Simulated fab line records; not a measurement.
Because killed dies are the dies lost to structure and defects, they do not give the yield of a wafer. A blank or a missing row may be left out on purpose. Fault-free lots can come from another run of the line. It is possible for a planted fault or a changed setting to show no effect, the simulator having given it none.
fab line records	flow n5_finfet
[record] lots = 3	wafers = 8	last_day = 18
route steps=1938 shown BEOL_M4@1059 PASSIVATION@1936
lots that met no fault: from a run of the same line without faults
start_h: hours from the record's opening day to when the first of the lot's shown wafers began	wait_h: hours elapsed since this lot's preceding step	" as in the row above	L1.1+2: one row covering several wafers at once	- no value present, or no start provided	* or withheld: withheld	< > ~ a bound
route shown NAME@n: names a module that has steps shown in the file, with the first one's number in the route	usual: average and standard deviation across the fault-free wafers	same: alike in all rows	chamber/n: place in a boat	sites: per-site readings	_std_site: the standard deviation of these	_edge_site: inner sites' mean taken away from outer sites' mean	radius_mm: how far each site lies from the wafer's centre	mask NAME#n: copy n	behind: tool/chamber where the wafer was last shaped	hold: cause of the lot's hold/its duration in hours/its outcome	device: transistor that didn't switch, given as n, p or np	end of line: tests of these same wafers at the route's end	for a step that has no rows: nothing shown but its recipe	killed: dies lost to structure and defects at the first sort, not the wafer's yield	map: shows each die of a wafer: x if killed, . if not, _ if none is there
set.NAME: the setting as run; set.NAME@STEP: as run at that earlier step	model.NAME: the simulator's own value behind a step, which no gauge read
a table for each step, a row for each wafer; lots at some steps of the route
services: a tool's chamber out of use, with start hour (start_h, from the record's first day; less than 0 if before it), hours out, and reason
[[steps]]
[step N5_BEOL_M4_DESCUM_33]
[recipe] chemistry = O2	time_s = 7	source_power_w = 50	bias_power_w = 20	pressure_mtorr = 20	rf_frequency_hz = 2.712e+07	temp_c = 40	resist = CAR-EUV	o2_flow_sccm = 225
[step N5_BEOL_M4_ETCH_77]
[recipe] chemistry = N2/H2	target = underlayer	target_depth_a = 65	mask_material = CAR-EUV	time_s = 5.2	ion_energy_ev = 200	pressure_mtorr = 30	source_w = 840	bias_w = 150	n2_flow_sccm = 200	h2_flow_sccm = 200	ends = cleared
[step N5_BEOL_M4_ETCH_69]
[recipe] chemistry = CF4	target = SiARC	target_depth_a = 156	mask_material = CAR-EUV	time_s = 26	ion_energy_ev = 80	pressure_mtorr = 40	source_w = 545	bias_w = 36	Ar_flow_sccm = 100	cf4_flow_sccm = 100	ends = cleared
[step N5_BEOL_M4_ALD_98]
[recipe] material = SiO2	target_thk_a = 25	temp_c = 100	ald_precursor_family = BDEAS	ald_co_reactant = O2-plasma	pulse_time_s = 1	co_reactant_pulse_time_s = 1	purge_time_s = 2	co_reactant_purge_time_s = 2	ald_cycles = 17	pressure_torr = 2
[step N5_BEOL_M4_ETCHBACK_99]
[recipe] chemistry = CHF3	target = SiO2	target_depth_a = 50	time_s = 10.4	source_w = 215	bias_w = 47	Ar_flow_sccm = 200	CHF3_flow_sccm = 12	ion_energy_ev = 100	pressure_mtorr = 30
[step N5_BEOL_M4_ETCH_70]
[recipe] chemistry = N2/H2	target = SOC	target_depth_a = 800	overetch_a = 240	mask_material = SiARC	temp_c = 40	time_s = 130	ion_energy_ev = 200	pressure_mtorr = 30	source_w = 840	bias_w = 150	n2_flow_sccm = 200	h2_flow_sccm = 200
[step N5_BEOL_M4_STRIP_71]
[recipe] chemistry = N2/H2	temp_c = 40	n2_flow_sccm = 200	h2_flow_sccm = 200	rf_frequency_hz = 6e+07
[step N5_BEOL_M4_STRIP_78]
[recipe] chemistry = N2/H2	temp_c = 40	n2_flow_sccm = 200	h2_flow_sccm = 200	rf_frequency_hz = 6e+07
[step N5_BEOL_M4_VIA_ETCH_34]
[recipe] chemistry = C4F6/O2	target_depth_a = 694	mask_material = SOC	pressure_mtorr = 15	ion_energy_ev = 250	taper_deg = 4	time_s = 65.9	source_w = 350	bias_w = 170	Ar_flow_sccm = 300	C4F6_flow_sccm = 10	O2_flow_sccm = 10
[step N5_BEOL_M4_STRIP_83]
[recipe] chemistry = C4F6/O2	resist = SiARC	rf_frequency_hz = 6e+07
[step N5_BEOL_M4_STRIP_36]
[recipe] chemistry = N2/H2	power_w = 450	temp_c = 40	pressure_mtorr = 20	rf_frequency_hz = 6e+07	overash_fraction = 0.3	bias_power_w = 7	h2_frac = 0.5	n2_flow_sccm = 200	h2_flow_sccm = 200
[step N5_BEOL_M4_TRENCH_ETCH_37]
[recipe] chemistry = C4F6/O2	target_depth_a = 555.55	target = SiOC	time_s = 29.2	ion_energy_ev = 250	pressure_mtorr = 30	source_w = 355	bias_w = 185	Ar_flow_sccm = 300	C4F6_flow_sccm = 10	O2_flow_sccm = 10
[usual] drypump_motor_current_A = 5.9/0.41	oes_product_au = 0.79/0.078	rf_vpp_V = 676/12	showerhead_plenum_p_Torr = 2.88/0.12	throttle_valve_pct = 20.89/0.22
lot.wafer	tool	chamber	start_h	wait_h	drypump_motor_current_A	oes_product_au	rf_hours_counter_h	rf_vpp_V	showerhead_plenum_p_Torr	throttle_valve_pct	model.etch.depth_nm	model.BEOL_M4.feature_depth_nm	model.TiN_of_BEOL_M4_HM_DEP_02.thk_nm
L181.3	rie_diel-02	0	188.18	-	6.4	0.72	188	687	2.72	21.03	55.25	55.2	17.6
L181.4	"	1	"	"	6.2	0.91	-	675	3.03	20.57	55.81	55.8	17.8
L181.5	"	0	"	"	6.4	0.72	-	686	2.72	21.04	55.53	55.6	17.8
L183.1	rie_diel-02	2	203.09	-	6.0	0.79	144	679	2.99	20.87	57.77	57.8	17.6
L183.4	"	1	"	"	6.2	0.89	-	676	3.02	20.58	55.5	55.4	17.6
L183.6	"	2	"	"	6.0	0.80	-	680	2.99	20.87	58.11	58.2	17.6
L193.4	rie_diel-02	1	309.07	-	6.2	0.84	58	674	3.00	20.65	56.2	56.2	17.2
L193.6	"	1	"	"	6.2	0.63	-	675	3.00	20.59	33.31	33.4	18.4
[step N5_BEOL_M4_ETCH_41]
[recipe] chemistry = CH3F/O2	target = SiCN	target_depth_a = 299	taper_deg = 2	time_s = 52.5	ion_energy_ev = 120	mask_material = TiN	pressure_mtorr = 30	source_w = 395	bias_w = 75	Ar_flow_sccm = 150	CH3F_flow_sccm = 30	O2_flow_sccm = 20
[step N5_BEOL_M4_STRIP_97]
[recipe] chemistry = N2/H2	time_s = 10	power_w = 450	temp_c = 40	pressure_mtorr = 20	rf_frequency_hz = 6e+07	bias_power_w = 7	n2_flow_sccm = 200	h2_flow_sccm = 200
[step N5_BEOL_M4_OCD_MEAS_38]
[usual] trench_depth_nm = 55.5/1.3
lot.wafer	tool	chamber	start_h	wait_h	trench_depth_nm
L181.3	ocd-02	-	188.33	-	55.6
L181.4	"	-	"	"	55.6
L181.5	"	-	"	"	55.6
L183.1	ocd-02	-	203.24	-	58.3
L183.4	"	-	"	"	55.6
L183.6	"	-	"	"	58.5
L193.4	ocd-01	-	309.23	-	56.2
L193.6	"	-	"	"	33.4
[step N5_BEOL_M4_HM_STRIP_39]
[recipe] chemistry = peroxide_tin_strip	material = TiN	target_depth_a = 250	temp_c = 50	time_s = 158
[step N5_BEOL_M4_SRD_40]
[recipe] time_s = 30	temp_c = 23	rinse_liquid = diw	dry = ipa_marangoni
[step N5_BEOL_M4_PRECLEAN_42]
[recipe] chemistry = residue_remover	time_s = 60	temp_c = 40
[step N5_BEOL_M4_SRD_43]
[recipe] time_s = 30	temp_c = 23	rinse_liquid = diw	dry = ipa_marangoni
[step N5_BEOL_M4_DEGAS_44]
[recipe] ambient = vacuum	temp_c = 250	time_s = 60
[step N5_BEOL_M4_PRE_CLEAN_45]
[recipe] gas = H2/He	time_s = 30	temp_c = 250
[step N5_BEOL_M4_ALD_84]
[recipe] material = TaN	target_thk_a = *	temp_c = 275	ald_precursor_family = PDMAT	ald_co_reactant = NH3	pressure_torr = 3	carrier_flow_sccm = 1500	pulse_time_s = 2	purge_time_s = 3	co_reactant_purge_time_s = 2	co_reactant_pulse_time_s = 3	ald_cycles = 30	precursor_vessel_temp_c = 75	precursor_vessel_pressure_torr = 26.25	precursor_vessel_carrier_sccm = 1000
[step N5_BEOL_M4_SURFACE_TREAT_85]
[recipe] gas = Ar	time_s = *	ion_energy_ev = *	ion_current_ma_cm2 = 0.5	pressure_mtorr = *	ar_flow_sccm = 30
[step N5_BEOL_M4_CVD_47]
[recipe] material = Co	target_thk_a = 30	temp_c = withheld	precursor = CCTBA/H2	pressure_torr = 30	time_s = 223.8
[step N5_BEOL_M4_SPUTTER_48]
[recipe] material = Cu	target_thk_a = 45	temp_c = -20	chamber_pressure_pa = 0.07	power_w = withheld	time_s = 8.29
[step N5_BEOL_M4_ANNEAL_49]
[recipe] temp_c = 400	time_s = 240	ambient = vacuum
[step N5_BEOL_M4_SPUTTER_79]
[recipe] material = Cu	target_thk_a = 45	temp_c = -20	chamber_pressure_pa = 0.07	power_w = withheld	time_s = 8.29
[step N5_BEOL_M4_ANNEAL_80]
[recipe] temp_c = 400	time_s = 240	ambient = vacuum
[step N5_BEOL_M4_SPUTTER_81]
[recipe] material = Cu	target_thk_a = 45	temp_c = -20	chamber_pressure_pa = 0.07	power_w = withheld	time_s = 8.29
[step N5_BEOL_M4_ANNEAL_82]
[recipe] temp_c = 400	time_s = 240	ambient = vacuum
[step N5_BEOL_M4_SPUTTER_86]
[recipe] material = Cu	target_thk_a = 45	temp_c = -20	chamber_pressure_pa = 0.07	power_w = withheld	time_s = 8.29
[step N5_BEOL_M4_ANNEAL_87]
[recipe] temp_c = 400	time_s = 240	ambient = vacuum
[step N5_BEOL_M4_SPUTTER_88]
[recipe] material = Cu	target_thk_a = 45	temp_c = -20	chamber_pressure_pa = 0.07	power_w = withheld	time_s = 8.29
[step N5_BEOL_M4_ANNEAL_89]
[recipe] temp_c = 400	time_s = 240	ambient = vacuum
[step N5_BEOL_M4_SPUTTER_90]
[recipe] material = Cu	target_thk_a = 45	temp_c = -20	chamber_pressure_pa = 0.07	power_w = withheld	time_s = 8.29
[step N5_BEOL_M4_ANNEAL_91]
[recipe] temp_c = 400	time_s = 240	ambient = vacuum
[step N5_BEOL_M4_SPUTTER_92]
[recipe] material = Cu	target_thk_a = 45	temp_c = -20	chamber_pressure_pa = 0.07	power_w = withheld	time_s = 8.29
[step N5_BEOL_M4_ANNEAL_93]
[recipe] temp_c = 400	time_s = 240	ambient = vacuum
[step N5_BEOL_M4_SPUTTER_94]
[recipe] material = Cu	target_thk_a = 45	temp_c = -20	chamber_pressure_pa = 0.07	power_w = withheld	time_s = 8.29
[step N5_BEOL_M4_ANNEAL_95]
[recipe] temp_c = 400	time_s = 240	ambient = vacuum
[step N5_BEOL_M4_CMP_52]
[recipe] stop_on = SiOC	t_overpolish_s = 6.8	down_force_psi = 1	platen_rpm = 50	clearing_platen_down_force_psi = 1.5	clearing_platen_rpm = 50	post_cmp_clean = cu_alkaline	target_thk_nm = 40	clearing_platen_pad_velocity_m_s = 0.99484	pad_velocity_m_s = 0.99484
[usual] motor_current_A = 6.0/0.66
lot.wafer	tool	chamber	start_h	wait_h	motor_current_A	model.Cu_of_BEOL_M4_ECD_50.thk_nm
L181.4	cmp-02	1	192.03	0.1	5.2	40.8
L181.3	"	3	"	"	6.4	39.8
L181.5	"	1	"	"	5.1	40.4
L183.4	cmp-03	1	206.54	0.2	6.2	40
L183.1	"	3	"	"	6.6	44
L183.6	"	0	"	"	5.7	42.8
L193.4	cmp-03	0	312.87	0.2	5.5	41.6
L193.6	"	2	"	"	6.9	18.8
[step N5_BEOL_M4_THK_MEAS_53]
[recipe] thk_meas_gauge = xrf	reads = Cu_of_BEOL_M4_ECD_50
[usual] M4_THK = 40.1/1.7
lot.wafer	tool	chamber	start_h	wait_h	M4_THK[nm]
L181.3	film_metro-01	-	192.33	-	39.7
L181.4	"	-	"	"	40.6
L181.5	"	-	"	"	40.3
L183.1	film_metro-02	-	206.80	-	44.6
L183.4	"	-	"	"	40.5
L183.6	"	-	"	"	43.5
L193.4	film_metro-01	-	313.09	-	41.7
L193.6	"	-	"	"	18.8
[step N5_BEOL_M4_RS_MEAS_58]
[recipe] thk_meas_gauge = four-point-probe	reads = Co_of_BEOL_M4_CO_CAP_55+Cu_of_BEOL_M4_ECD_50+Co_of_BEOL_M4_CVD_47+TaN_of_BEOL_M4_ALD_84
[usual] M4_RS = 0.67/0.036
lot.wafer	tool	chamber	start_h	wait_h	M4_RS[ohm/sq]
L181.3	film_metro-02	-	192.62	0.1	0.67
L181.4	"	-	"	"	0.65
L181.5	"	-	"	"	0.66
L183.1	film_metro-02	-	207.06	0.0	0.59
L183.4	"	-	"	"	0.67
L183.6	"	-	"	"	0.61
L193.4	film_metro-02	-	313.36	0.0	0.64
L193.6	"	-	"	"	1.85
[step N5_BEOL_M4_RC_MEAS_101]
[usual] CHAIN_V3 = 230/9.1	CHAIN_V3_max_site = 238/9.9	DIBL_N = 36.3/1.9	DIBL_P = 36.0/2.1	IOFF_N = 0.16/0.031	IOFF_P = 0.21/0.035	ION_N = 675/14	ION_P = 464/8.5	SERP_M4 = 192/17	SERP_M4_max_site = 205/18	SS_N = 71.5/0.6	SS_P = 73.3/0.72	VT_N = 250/3.2	VT_P = -250/3.1
lot.wafer	tool	chamber	start_h	wait_h	CHAIN_V3[ohm/link]	CHAIN_V3_max_site[ohm/link]	DIBL_N[mV/V]	DIBL_P[mV/V]	IOFF_N[nA/um]	IOFF_P[nA/um]	ION_N[uA/um]	ION_P[uA/um]	SERP_M4[ohm/um]	SERP_M4_max_site[ohm/um]	SS_N[mV/dec]	SS_P[mV/dec]	VT_N[mV]	VT_P[mV]
L181.3	prober-01	0	192.98	0.3	219	228	35.8	36.9	0.16	0.24	680	471	172	199	71.8	73.4	251	-249
L181.4	"	0	"	"	231	239	33.1	33.2	0.13	0.19	672	468	173	182	71.0	72.2	251	-248
L181.5	"	0	"	"	226	234	34.9	36.5	0.16	0.25	676	469	185	198	70.9	73.0	249	-244
L183.1	prober-02	0	207.11	0.0	236	242	36.8	36.1	0.15	0.24	678	469	178	185	70.9	73.2	248	-246
L183.4	"	0	"	"	230	238	40.4	39.5	0.21	0.30	687	476	189	208	72.2	73.4	245	-245
L183.6	"	0	"	"	212	220	38.9	37.4	0.19	0.25	683	467	159	175	71.8	73.2	249	-245
L193.4	prober-01	0	313.87	0.5	239	249	39.4	36.5	0.20	0.22	678	456	201	209	71.4	72.8	248	-252
L193.6	"	0	"	"	267	278	38.0	36.6	0.16	0.22	673	461	513	534	71.7	74.1	251	-248
// sites CHAIN_V3 radius_mm=0,75,75,75,75,140,140,140,140
L181.3 211 206 213 219 221 216 228 219 225
L183.1 236 242 236 241 238 230 226 239 233
L193.4 228 239 244 237 249 237 243 244 239
// sites SERP_M4 radius_mm=0,75,75,75,75,140,140,140,140
L181.3 158 154 165 166 172 177 199 183 192
L183.1 174 173 175 180 178 179 178 185 176
L193.4 188 194 201 195 205 197 209 209 204
[step N5_PASSIVATION_PROBE_49]
[usual] defect_limited_yield = 91.0/1.5	killed_at_M0_to_M3 = 32/9.6	killed_at_M4_up = 13/4.7	killed_at_contacts = 13/7.2	killed_at_front_end = 44/13	killed_at_other = 4/3.4	killed_dies = 106/18	killed_on_rim = 14/4.2	killed_open = 70/13	killed_short = 35/8	sort_bin_5_function = 5.3/0.97	sort_bin_6_memory = 3.4/0.73	sort_bin_8_speed = 0.00/0.036	sort_n_pass = 1074/18
[same] gross_dies = 1180	killed_at_back_side = 0	sort_bin_4_leakage[%] = 0
lot.wafer	tool	chamber	start_h	wait_h	defect_limited_yield[%]	killed_at_M0_to_M3	killed_at_M4_up	killed_at_contacts	killed_at_front_end	killed_at_other	killed_dies	killed_on_rim	killed_open	killed_short	sort_bin_5_function[%]	sort_bin_6_memory[%]	sort_bin_8_speed[%]	sort_n_pass
L181.3	prober-02	-	272.74	0.1	92.7	39	9	4	32	2	86	10	56	27	4.0	2.9	0	1094
L181.4	prober-02	-	272.79	0.2	91.3	30	13	17	40	3	103	12	71	28	4.8	3.6	0	1077
L181.5	prober-02	-	272.84	0.2	89.6	46	10	10	47	10	123	20	84	34	5.6	4.3	0	1057
L183.1	prober-02	-	290.48	0.0	94.6	20	10	4	29	1	64	14	42	21	2.7	2.5	0	1116
L183.4	prober-02	-	290.63	0.2	92.2	29	16	4	40	3	92	13	54	38	4.3	3.2	0	1088
L183.6	prober-02	-	290.73	0.3	91.7	28	17	7	45	1	98	12	64	29	4.6	3.1	0.08	1082
L193.4	prober-01	-	425.23	0.2	91.9	37	12	10	34	2	95	9	59	35	4.3	3.6	0	1085
L193.6	prober-01	-	425.33	0.3	46.7	30	541	6	46	6	629	63	67	39	5.4	3.1	44.32	551
// killed by level:class
L181.3 BEOL_M2:geometric_particle:open=10 FIN_SAQP:geometric_particle:short=8 BEOL_M0_SAQP:geometric_particle:short=7 BEOL_M0:geometric_particle:open=6 BEOL_M0_SAQP:geometric_particle:open=6 BEOL_M1:geometric_particle:open=6 DUMMY_GATE:geometric_particle:open=4 FIN_SAQP:geometric_particle:open=4
L181.4 MOL_CONTACT_COAG:geometric_particle:open=12 FIN_SAQP:geometric_particle:open=11 BEOL_M4:geometric_particle:open=10 FIN_SAQP:geometric_particle:short=8 BEOL_M2:geometric_particle:open=7 STI_FIN_REVEAL:geometric_particle:open=6 GATE_CUT:geometric_particle:open=5 MOL_CONTACT_COAG:geometric_particle:short=5
L181.5 BEOL_M2:geometric_particle:open=18 BEOL_M0_SAQP:geometric_particle:open=12 FIN_SAQP:geometric_particle:open=11 FIN_SAQP:geometric_particle:short=10 MOL_CONTACT_COAG:geometric_particle:open=8 BEOL_M3:geometric_particle:open=6 GATE_CUT:geometric_particle:open=5 GATE_CUT:geometric_particle:short=5
L183.1 STI_FIN_REVEAL:geometric_particle:open=7 FIN_SAQP:geometric_particle:short=5 BEOL_M0_SAQP:geometric_particle:open=5 BEOL_M0_SAQP:geometric_particle:short=5 DUMMY_GATE:geometric_particle:open=4 MOL_CONTACT_COAG:geometric_particle:open=4 BEOL_M5:geometric_particle:open=4 GATE_CUT:geometric_particle:open=3
L183.4 BEOL_M0_SAQP:geometric_particle:short=9 FIN_SAQP:geometric_particle:short=6 STI_FIN_REVEAL:geometric_particle:open=6 GATE_CUT:geometric_particle:open=6 FIN_SAQP:geometric_particle:open=5 DUMMY_GATE:geometric_particle:open=5 GATE_CUT:geometric_particle:short=5 BEOL_M0_SAQP:geometric_particle:open=5
L183.6 BEOL_M4:geometric_particle:open=13 FIN_SAQP:geometric_particle:short=12 MOL_CONTACT_COAG:geometric_particle:open=7 STI_FIN_REVEAL:geometric_particle:open=6 BEOL_M0:geometric_particle:open=6 DUMMY_GATE:geometric_particle:open=5 BEOL_M0_SAQP:geometric_particle:short=5 BEOL_M2:geometric_particle:open=5
L193.4 FIN_SAQP:geometric_particle:short=8 BEOL_M0_SAQP:geometric_particle:open=8 MOL_CONTACT_COAG:geometric_particle:open=7 BEOL_M0_SAQP:geometric_particle:short=7 BEOL_M1:geometric_particle:open=6 BEOL_M2:geometric_particle:open=6 BEOL_M4:geometric_particle:open=6 FIN_SAQP:geometric_particle:open=4
L193.6 BEOL_M4:area_ecd=523 STI_FIN_REVEAL:geometric_particle:open=12 FIN_SAQP:geometric_particle:short=6 BEOL_M1:geometric_particle:open=6 GATE_CUT:geometric_particle:short=5 MOL_CONTACT_COAG:geometric_particle:open=5 BEOL_M4:geometric_particle:open=5 BEOL_M0_SAQP:geometric_particle:open=4
// map L193.6 (x killed, . not)
_________________..x....x..xx________________
______________.xx......x....x..._____________
___________x.......x......xxx.x.xxx__________
__________.xx...xx.xx....x.xxxx.xxx._________
________xxx......x...xxxxx..x.x.x....._______
_______x..x..xx...x...xxxx.x.xx....xx..______
______.xx.xx...x.....xx.x..xx....x.....x_____
_____xx.x.x..x.x.x....x.x.xxx.xxx..xx.x..____
____.x.x.xx.xxxxx.x...xx.xx.xxxx.x.xx.x...___
___......xx..x.x.xxx...x.xxx.xx.xxx.xx....x__
___...xx.x..x...xx.xxx....xxx.x.x..xxxx....__
__..xx.x..xx.xxxxx.x..xx.x.x..xx..x...x.x..._
__..........x.xxxx.x.xx.xxxxx..xx.x.xx.xx.xx_
_xx..xxxx.xx.x.xx..xxxxx..xx......xxx...xx...
_...xx.....x.x..xxx.x.x.xxxx.x.x...xxxxxxxxxx
_x...x...xx.xxxxxx.xxxxx.x.xxxx.xx..xxx.x.x.x
_x.x.........xxxxxxx.xxx.....x.xx....xxx.x.x.
_x.x...x..x.xxxxx.x.x.xx..xxx.x.xxxxxxx.x...x
_xxx..xxxxxxxx.xx.xxx...xxx.xxxxx.x.x.xxxxxx.
_.x.x.x...x.x..x..xxx.x.xxxxxx..xx.x.x..x.x..
_.x.x..x..x..xxxxx.x.xxx.xxxxxxx.xx.x.x..xx.x
__..xxxxxx.xxxxxxxxxxx.x.xxx.xxxxxx.x.xx.x.._
__......xx.xxxxxxx.xxxx...x.xx.xxx..xx...x.._
___x....xx...x...xx..x..x.xx.xxx..x.x.xxxxx__
___.x..xx.xx.xxxxxxxxxxx.xx....xxx.xx..x.xx__
____.x.xxx....x...xxxxxxx..x.xxxx..xx.xx..___
_____x.x.x.xx..x.xxx.xxx..xxxxxxxxxxxx.x.____
______.x.x..x...xx...xx.xxxxx.x.xx......_____
_______xxxx.xx....x.x..xx.xxx.xxxxx..xx______
________...x.x.xxx..xxx...xxx.xxx.xxxx_______
__________....xx.xxxxx..xxx..xxxxx.x_________
___________x.x....x...xx.x...xx.xx.__________
______________.xx.xxxx..xx.x...._____________
_________________x..xxx.....x________________
// map L181.5 (x killed, . not)
_________________.x.x........________________
______________x.........x....x.._____________
___________......x.x.x.x.......x...__________
__________...x...x.................._________
________x..........x..x..............._______
_______.x.......x...x..............x...______
______.....x...........xx.......x......._____
_____........x.x.........x...x...........____
____.............x...x...x................___
___........x.......xx........x....x........__
___.............x....x.....................__
__...........x...x..........x..............x_
__....................x...........x........._
_.....x.....................................x
_x......x.xx..................x...x.x......x.
_....xx............x...x...........x.........
_.............x...............x...........x.x
_............x..x.x....x...........x.........
_........x................x.........x......x.
_.............x.....x..........xx.........x..
_....xx.x...............x....x......x........
__.......x...........x....x........x...x...._
__.x...x.............x.....................x_
___...........x......x.................x..x__
___..x..xx......x..x......x.......x......x.__
____........................x.............___
_____.....x.....x.................x......____
______...................x......x....x.._____
_______...x.....x....x....x............______
________............x......x.........._______
__________.x............x.x........._________
___________..xx....................__________
______________x..x.............._____________
_________________............________________
[[services]]
tool	chamber	start_h	hours	kind
rie_diel-02	3	179.16	26.0	repair
cmp-02	-	192.55	0.3	repair
cmp-02	-	234.08	4.0	pm
cmp-03	-	254.31	4.0	pm
cmp-03	-	258.31	-	consumable_replace:conditioner
cmp-03	-	258.31	-	consumable_replace:pad
cmp-02	-	278.02	5.3	pm
cmp-03	-	282.78	8.0	pm
cmp-03	-	297.70	4.0	repair
cmp-02	-	304.89	2.2	repair
[[key]]
[first_sign] step = N5_BEOL_M4_OCD_MEAS_38	reading = trench_depth_nm	direction = down	sigmas = 17	usual = 55.5	struck = 33.4
[effect] step = N5_BEOL_M4_THK_MEAS_53	reading = M4_THK	direction = down	sigmas = 13	usual = 40.1	struck = 18.8
[effect] step = N5_BEOL_M4_RS_MEAS_58	reading = M4_RS	direction = up	sigmas = 33	usual = 0.67	struck = 1.85
[effect] step = N5_BEOL_M4_RC_MEAS_101	reading = SERP_M4	direction = up	sigmas = 19	usual = 192	struck = 513
[effect] step = N5_BEOL_M4_RC_MEAS_101	reading = CHAIN_V3	direction = up	sigmas = 4.1	usual = 230	struck = 267
[effect] step = N5_BEOL_M4_RC_MEAS_101	reading = SERP_M4_max_site	direction = up	sigmas = 18	usual = 205	struck = 534
[effect] step = N5_BEOL_M4_RC_MEAS_101	reading = CHAIN_V3_max_site	direction = up	sigmas = 4.1	usual = 238	struck = 278
[effect] step = N5_PASSIVATION_PROBE_49	reading = sort_bin_8_speed	direction = up	sigmas = 99+	usual = 0.00	struck = 44.32
[model_effect] step = N5_BEOL_M4_TRENCH_ETCH_37	value = etch.depth_nm	without = 55.61	struck = 33.31
[model_effect] step = N5_BEOL_M4_CMP_52	value = Cu_of_BEOL_M4_ECD_50.thk_nm	without = 41	struck = 18.8
[more_kills_born_at] N5_BEOL_M4_ECD_50@ecd_cu-01 = 523
met_at N5_BEOL_M4_TRENCH_ETCH_37
struck_wafers L193.6
onset_between 203.09 309.07
[fault] kind = process_parameter_drift	tool = rie_diel-02	chamber = -	onset_h = 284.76	steps = N5_BEOL_M4_TRENCH_ETCH_37	channel = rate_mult	offset = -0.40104	shape = step	end_h = 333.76	scope = struck_wafers_only
